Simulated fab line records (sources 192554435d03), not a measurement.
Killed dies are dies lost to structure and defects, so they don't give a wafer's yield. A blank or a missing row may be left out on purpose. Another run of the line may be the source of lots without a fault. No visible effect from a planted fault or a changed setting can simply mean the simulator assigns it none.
3 desks, one fault ; flow n5_finfet ; every desk sees just its own numbers, and what lay behind them comes last

## THE DEFECT DESK
Lot by lot, what the route's inspections counted, given as the mean of those sampled wafers with a number. If a lot's mean is further than 4 standard deviations from the usual mean, the lot is out of limits and carries the mark OUT (the distance appears in the brackets).
Columns: A = raw_defect_count at N5_BEOL_M14_INSPECT_30, usual 2.1
lot;first seen here;A
L464;day 12 09:42;1.3
L470;day 13 09:08;1.7
L468;day 13 09:21;1.0
L475;day 14 16:53;2.5
L479;day 15 08:02;1.0
L476;day 15 08:29;2.5
L482;day 16 04:07;3.7
Finding of this desk: none of the 7 lots has anything out of limits.

## AT THE TOOL OWNER'S DESK: rie_diel-06
The tool's own readings at N5_BEOL_M14_ETCH_38 (etches SiCN in CF4/N2, target depth 106.5 nm, time 120.6 s): means of the sampled wafers that have a number, for each lot that ran on this tool. If a lot's mean is further than 4 standard deviations from the usual mean, the lot is out of limits and carries the mark OUT (the distance appears in the brackets).
Columns: A = drypump_motor_current_A at N5_BEOL_M14_ETCH_38, usual 5.69 A; B = mfc_ar_sccm at N5_BEOL_M14_ETCH_38, usual 100.0 sccm; C = oes_product_au at N5_BEOL_M14_ETCH_38, usual 0.81 a.u.; D = rf_fwd_power_W at N5_BEOL_M14_ETCH_38, usual 428.6 W; E = rf_vpp_V at N5_BEOL_M14_ETCH_38, usual 382.8 V; F = showerhead_plenum_p_Torr at N5_BEOL_M14_ETCH_38, usual 2.23 Torr; G = throttle_valve_pct at N5_BEOL_M14_ETCH_38, usual 15.46 %
lot;first seen here;A;B;C;D;E;F;G
L464;day 12 11:10;5.75;99.5;0.86;428.3;382.5;2.24;15.54
L468;day 13 14:10;5.83;100.2;0.89;428.3;383.7;2.25;15.44
L475;day 14 20:01;5.80;99.8;0.53;427.7;383.0;2.17;15.25
L479;day 15 09:59;5.74;99.8;0.69;428.9;381.7;2.18;15.42
L476;day 15 13:12;5.78;99.8;0.52;427.6;381.9;2.17;15.27
Finding of this desk: none of the 5 lots has anything out of limits.

## THE METROLOGY DESK
Lot by lot, what the gauges showed, no matter which tool ran the lot: averages of those sampled wafers that carry a number. If a lot's mean is further than 4 standard deviations from the usual mean, the lot is out of limits and carries the mark OUT (the distance appears in the brackets).
Columns: A = cd_nm at N5_BEOL_M14_CD_MEAS_28, usual 285.6 nm; B = M14_OVL at N5_BEOL_M14_OVL_MEAS_29, usual 0 nm; C = trench_depth_nm at N5_BEOL_M14_OCD_MEAS_35, usual 556 nm; D = M14_THK at N5_BEOL_M14_THK_MEAS_50, usual 572 nm
lot;first seen here;A;B;C;D
L464;day 12 09:38;286.0;-2;552;565
L470;day 13 09:05;287.0;-3;549;554
L468;day 13 09:17;284.6;2;547;572
L475;day 14 16:49;284.5;4;556;568
L479;day 15 07:59;288.0;-2;560;579
L476;day 15 08:23;284.6;2;556;580
L482;day 16 04:04;284.4;4;547;553
Finding of this desk: none of the 7 lots has anything out of limits.

## BROUGHT TOGETHER
The defect desk saw nothing out of limits.
Nothing out of limits was seen by the tool owner's desk.
The metrology desk saw nothing out of limits.

## WHAT HAD BEEN PUT IN BY THE SIMULATOR
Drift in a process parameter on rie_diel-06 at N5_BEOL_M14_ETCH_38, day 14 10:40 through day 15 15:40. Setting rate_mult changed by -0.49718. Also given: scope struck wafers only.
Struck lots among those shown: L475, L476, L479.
